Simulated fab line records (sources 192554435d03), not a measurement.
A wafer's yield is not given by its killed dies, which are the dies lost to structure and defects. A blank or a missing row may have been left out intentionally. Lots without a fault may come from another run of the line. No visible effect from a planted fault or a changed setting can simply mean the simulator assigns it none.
Split-lot trial ; flow n5_finfet ; on a route of 1938 steps: 7 lots, 21 wafers read

## THE SPLIT
At N5_BEOL_M0_ETCH_128 (etches SiCN in CF4/N2, target depth 12 nm, overetch 5.1 nm, time 21.4 s), the setting source_w was moved away from the recipe's 430 W on 6 of the 21 wafers read, by -15.8% to +15.7%. This setting was run at the recipe's value on the other wafers.

Reading taken at the split's own step.

## THE READING
rf_vpp_V, in V, at N5_BEOL_M0_ETCH_128 (etches SiCN in CF4/N2, target depth 12 nm, overetch 5.1 nm, time 21.4 s). Fault-free wafers of this fab line usually give 381.8 V, standard deviation 2.1 V.

wafer;tool, chamber at the split;source_w as run, W;against the recipe;rf_vpp_V, V;against lot-mates on the recipe
L075.2;rie_diel-05, 1;396.9;-7.7%;394.5;+12.9
L075.3;rie_diel-05, 0;430;recipe;380.1;-
L075.6;rie_diel-05, 1;430;recipe;383.2;-
L079.1;rie_diel-05, 2;430;recipe;384.2;-
L079.2;rie_diel-05, 0;467.4;+8.7%;369.4;-13.5
L079.5;rie_diel-05, 1;430;recipe;381.5;-
L085.1;rie_diel-04, 2;430;recipe;383.8;-
L085.4;rie_diel-04, 3;430;recipe;379.1;-
L085.5;rie_diel-04, 2;430;recipe;384.0;-
L087.2;rie_diel-05, 1;430;recipe;383.0;-
L087.5;rie_diel-05, 0;430;recipe;380.1;-
L087.6;rie_diel-05, 3;430;recipe;378.9;-
L088.2;rie_diel-04, 0;392.8;-8.7%;394.0;+14.7
L088.4;rie_diel-04, 0;392.8;-8.7%;393.8;+14.5
L088.5;rie_diel-04, 1;430;recipe;379.3;-
L092.1;rie_diel-04, 2;430;recipe;384.5;-
L092.2;rie_diel-04, 3;362;-15.8%;403.9;+19.9
L092.5;rie_diel-04, 2;430;recipe;383.4;-
L097.2;rie_diel-05, 2;430;recipe;383.8;-
L097.3;rie_diel-05, 1;497.4;+15.7%;363.5;-19.1
L097.4;rie_diel-05, 1;430;recipe;381.4;-

FIT RESULTS
A straight line over all 21 wafers: rf_vpp_V changes by -1.34 V for each +1% of source_w; r = -0.98; the points scatter about the line by 1.9 V.
The same after taking each lot's own level away (the mean of its wafers on the recipe; 21 wafers): -1.38 V for each +1%; r = -0.98; scatter 1.9 V.
That fit puts the effect of the largest move of source_w on the reading at 22 V.
The span of the lots' own levels, 379.30 to 383.95 V, comes to 2.2 times the standard deviation stated above.
The two slopes agree, so the slope changes little with the lot-to-lot level.
Check: for one of the wafers moved furthest among these (-15.8%), held out of the fit, the line's prediction against its lot-mates is +23.3 V. It came out at +19.9 V against them.
Tool readings at the split's step, against how far the setting was moved: rf_vpp_V r = -0.98.

## THE FILE'S OWN FIT
rf_vpp_V changes by -1.36 V for each +1% of source_w, r = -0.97.
